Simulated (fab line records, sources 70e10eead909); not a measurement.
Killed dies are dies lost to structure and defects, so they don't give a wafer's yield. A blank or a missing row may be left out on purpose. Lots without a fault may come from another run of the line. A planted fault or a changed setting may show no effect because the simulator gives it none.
Which tool did it? | flow nand_harc | 12 lots, 36 wafers sampled, at 5 steps of a route of 1159

WHAT THE GAUGES READ, wafer by wafer
NHARC_END_SORT_01. Usual: killed_at_array 26, standard deviation 9.9; killed_at_other 0.8, standard deviation 1; killed_at_periphery 2.8, standard deviation 2.2; killed_dies 29, standard deviation 9.9; killed_open 3.2, standard deviation 1.8; killed_short 2.1, standard deviation 1.4.
lot  | measured     | on        | killed_at_array | killed_at_other | killed_at_periphery | killed_dies | killed_open | killed_short | flag
L277 | day 21 11:05 | prober-01 | 48 42 35        | 0 1 1           | 629 634 641         | 677 677 677 | 3 3 2       | 3 0 5        | OFF
L278 | day 21 18:07 | prober-02 | 25 16 17        | 0 1 2           | 652 660 658         | 677 677 677 | 5 2 1       | 3 3 0        | OFF

WHICH TOOL RAN EACH LOT (tool, then ch and the chambers of the sampled wafers, then the start)
lot  | NHARC_P_ZERO_WELL_ETCH_63       | NHARC_P_GATE_OXIDE_02        | NHARC_P_GATE_ETCH_104              | NHARC_P_GATE_STRIP_108
L270 | rie_si-03 ch 0,1, day 1 19:36   | furnace-06 ch 0, day 4 10:26 | rie_diel-09 ch 0,3, day 5 07:09    | rie_diel-09 ch 0,1,2, day 5 07:47
L271 | rie_si-05 ch 1,2,3, day 2 01:41 | furnace-06 ch 0, day 4 10:26 | rie_diel-08 ch 1,2, day 5 07:31    | rie_diel-08 ch 0,3, day 5 08:56
L272 | rie_si-02 ch 0,2,3, day 2 07:38 | furnace-07 ch 0, day 4 15:22 | rie_diel-08 ch 0,1, day 5 10:17    | rie_diel-08 ch 0,3, day 5 10:54
L273 | rie_si-03 ch 0,1,3, day 2 13:34 | furnace-07 ch 0, day 5 02:20 | rie_diel-09 ch 0,3, day 5 22:58    | rie_diel-09 ch 0,1,3, day 5 23:31
L277 | rie_si-03 ch 0,1,3, day 3 13:46 | furnace-06 ch 0, day 5 22:34 | rie_diel-09 ch 1,3, day 6 18:50    | rie_diel-09 ch 0,1, day 6 19:34
L278 | rie_si-02 ch 0,2,3, day 3 19:39 | furnace-06 ch 0, day 5 22:34 | rie_diel-09 ch 0,1,3, day 7 05:50  | rie_diel-09 ch 1,3, day 7 06:35
L284 | rie_si-02 ch 0,1, day 5 07:42   | furnace-06 ch 0, day 7 14:55 | rie_diel-08 ch 0,1,2, day 8 15:17  | rie_diel-08 ch 1,2, day 8 15:51
L285 | rie_si-03 ch 0,3, day 5 13:32   | furnace-06 ch 0, day 7 14:55 | rie_diel-09 ch 2,3, day 8 15:04    | rie_diel-09 ch 0,1,2, day 8 16:29
L286 | rie_si-05 ch 0,2, day 5 19:39   | furnace-06 ch 0, day 8 05:40 | rie_diel-07 ch 0,3, day 9 02:13    | rie_diel-09 ch 0,2,3, day 9 03:01
L289 | rie_si-02 ch 0,1,2, day 6 13:41 | furnace-07 ch 0, day 8 23:53 | rie_diel-07 ch 0,1, day 9 19:07    | rie_diel-07 ch 2,3, day 9 19:39
L291 | rie_si-03 ch 0,1,2, day 7 01:40 | furnace-07 ch 0, day 9 10:13 | rie_diel-07 ch 0,1,2, day 10 05:33 | rie_diel-09 ch 0,1,2, day 10 07:32
L292 | rie_si-03 ch 0,1,3, day 7 07:40 | furnace-07 ch 0, day 9 10:13 | rie_diel-09 ch 1,2,3, day 10 05:32 | rie_diel-09 ch 0,1,3, day 10 06:07
- NHARC_P_ZERO_WELL_ETCH_63: etches the open film in HBr/Cl2, target depth 120 nm, time 40.1 s.
- NHARC_P_GATE_OXIDE_02: material SiO2, target thk 37.5 nm, ox time 365 s.
- NHARC_P_GATE_ETCH_104: etches the open film in CF4/CHF3, target depth 60 nm.
- NHARC_P_GATE_STRIP_108: strips in O2.

WHAT THE TOOLS THEMSELVES READ (means of the sampled wafers that have a number; where no wafer has one, the mark that the record gives instead)
NHARC_P_ZERO_WELL_ETCH_63. Usual: drypump_motor_current_A 5.6 A, standard deviation 0.45; oes_product_au 1.001 a.u., standard deviation 0.0071; rf_fwd_power_W 394.3 W, standard deviation 2.3; throttle_valve_pct 26.405 %, standard deviation 0.0088.
lot  | tool      | drypump_motor_current_A (A) | oes_product_au (a.u.) | rf_fwd_power_W (W) | throttle_valve_pct (%) | flag
L270 | rie_si-03 | 5.9                         | 1.001                 | 394.3              | 26.406                 |
L271 | rie_si-05 | 5.3                         | 1.001                 | 395.8              | 26.404                 |
L272 | rie_si-02 | 6.1                         | 0.998                 | 395.2              | 26.397                 |
L273 | rie_si-03 | 5.6                         | 1.001                 | 392.6              | 26.414                 |
L277 | rie_si-03 | 5.6                         | 0.995                 | 391.6              | 26.411                 |
L278 | rie_si-02 | 6.1                         | 0.999                 | 396.0              | 26.416                 |
L284 | rie_si-02 | 5.2                         | 1.007                 | 391.9              | 26.401                 |
L285 | rie_si-03 | 5.3                         | 0.995                 | 391.4              | 26.407                 |
L286 | rie_si-05 | 5.4                         | 1.011                 | 396.2              | 26.405                 |
L289 | rie_si-02 | 5.7                         | 1.001                 | 392.6              | 26.404                 |
L291 | rie_si-03 | 5.7                         | 0.988                 | 393.6              | 26.398                 |
L292 | rie_si-03 | 5.6                         | 1.000                 | 393.1              | 26.410                 |

NHARC_P_GATE_OXIDE_02. Usual: ox_temp_c 949.9 C, standard deviation 0.42.
lot  | tool       | ox_temp_c (C) | flag
L270 | furnace-06 | 949.7         |
L271 | furnace-06 | 950.4         |
L272 | furnace-07 | 950.3         |
L273 | furnace-07 | 950.0         |
L277 | furnace-06 | 949.4         |
L278 | furnace-06 | 949.8         |
L284 | furnace-06 | 950.5         |
L285 | furnace-06 | 949.3         |
L286 | furnace-06 | 950.2         |
L289 | furnace-07 | 949.9         |
L291 | furnace-07 | 949.9         |
L292 | furnace-07 | 949.9         |

NHARC_P_GATE_ETCH_104. Usual: drypump_motor_current_A 5.8 A, standard deviation 0.55; oes_product_au 0.942 a.u., standard deviation 0.019; rf_fwd_power_W 492 W, standard deviation 3.1; rf_vpp_V 370.8 V, standard deviation 2; showerhead_plenum_p_Torr 1.58 Torr, standard deviation 0.057; throttle_valve_pct 16.803 %, standard deviation 0.0098.
lot  | tool        | drypump_motor_current_A (A) | oes_product_au (a.u.) | rf_fwd_power_W (W) | rf_vpp_V (V) | showerhead_plenum_p_Torr (Torr) | throttle_valve_pct (%) | flag
L270 | rie_diel-09 | 6.0                         | 0.967                 | 495                | 370.6        | 1.58                            | 16.809                 |
L271 | rie_diel-08 | 6.4                         | 0.951                 | 491                | 369.3        | 1.54                            | 16.798                 |
L272 | rie_diel-08 | 6.1                         | 0.953                 | 491                | 372.2        | 1.64                            | 16.806                 |
L273 | rie_diel-09 | 5.7                         | 0.928                 | 495                | 370.1        | 1.60                            | 16.804                 |
L277 | rie_diel-09 | 6.1                         | 0.917                 | 491                | 369.8        | 1.54                            | 16.805                 |
L278 | rie_diel-09 | 5.9                         | 0.949                 | 493                | 370.8        | 1.57                            | 16.809                 |
L284 | rie_diel-08 | 6.3                         | 0.936                 | 490                | 370.3        | 1.58                            | 16.793                 |
L285 | rie_diel-09 | 6.2                         | 0.927                 | 491                | 371.7        | 1.61                            | 16.815                 |
L286 | rie_diel-07 | 5.1                         | 0.949                 | 491                | 367.2        | 1.48                            | 16.784                 |
L289 | rie_diel-07 | 4.8                         | 0.923                 | 494                | 370.0        | 1.56                            | 16.800                 |
L291 | rie_diel-07 | 4.9                         | 0.971                 | 495                | 369.4        | 1.55                            | 16.802                 |
L292 | rie_diel-09 | 6.1                         | 0.924                 | 491                | 369.8        | 1.57                            | 16.799                 |

NHARC_P_GATE_STRIP_108. Usual: drypump_motor_current_A 5.9 A, standard deviation 0.51; oes_product_au 0.999 a.u., standard deviation 0.0082; rf_vpp_V 57.8 V, standard deviation 0.91; showerhead_plenum_p_Torr 3.54 Torr, standard deviation 0.13; throttle_valve_pct 17.036 %, standard deviation 0.0091.
lot  | tool        | drypump_motor_current_A (A) | oes_product_au (a.u.) | rf_vpp_V (V) | showerhead_plenum_p_Torr (Torr) | throttle_valve_pct (%) | flag
L270 | rie_diel-09 | 5.9                         | 0.996                 | 58.6         | 3.59                            | 17.037                 |
L271 | rie_diel-08 | 6.1                         | 0.990                 | 59.0         | 3.68                            | 17.044                 |
L272 | rie_diel-08 | 6.1                         | 1.003                 | 57.7         | 3.68                            | 17.027                 |
L273 | rie_diel-09 | 5.9                         | 0.993                 | 57.6         | 3.53                            | 17.029                 |
L277 | rie_diel-09 | 5.8                         | 0.990                 | 57.7         | 3.51                            | 17.031                 |
L278 | rie_diel-09 | 6.2                         | 0.993                 | 58.7         | 3.46                            | 17.039                 |
L284 | rie_diel-08 | 6.4                         | 1.006                 | 57.7         | 3.44                            | 17.039                 |
L285 | rie_diel-09 | 5.8                         | 0.991                 | 57.6         | 3.58                            | 17.036                 |
L286 | rie_diel-09 | 5.9                         | 1.004                 | 57.4         | 3.60                            | 17.027                 |
L289 | rie_diel-07 | 5.3                         | 0.999                 | 57.2         | 3.49                            | 17.031                 |
L291 | rie_diel-09 | 5.9                         | 0.997                 | 58.0         | 3.58                            | 17.030                 |
L292 | rie_diel-09 | 5.9                         | 0.986                 | 57.6         | 3.51                            | 17.030                 |

THE ANSWER, worked out from the rows above alone
Rule: a lot is off if the mean of its wafers that have a number lies more than 3 standard deviations from the usual mean. A lot without any number at a reading at which 4 lots or more have one is off too. The other lots that the step has rows for count as sound. The gauges are gone through in route order, then the tools' own readings, and for those a lot's mean is taken as printed above. The first step at which some lot is off is used, and at that step the reading that is off furthest; a lot without a number counts as furthest.
Off: L277, L278, at NHARC_END_SORT_01 (killed_at_periphery). Neither off nor sound, because the step has no rows for them: L270, L271, L272, L273, L284, L285, L286, L289, L291, L292.
A tool fits if, at a process step before that reading, it ran every lot that is off, and no sound lot after the first of them. The gauges at NHARC_END_SORT_01 are tried like those tools. Can't be told from this: 2 tools fit, furnace-06 at NHARC_P_GATE_OXIDE_02, rie_diel-09 at NHARC_P_GATE_ETCH_104 and NHARC_P_GATE_STRIP_108.

WHAT THE SIMULATOR HAD PUT IN
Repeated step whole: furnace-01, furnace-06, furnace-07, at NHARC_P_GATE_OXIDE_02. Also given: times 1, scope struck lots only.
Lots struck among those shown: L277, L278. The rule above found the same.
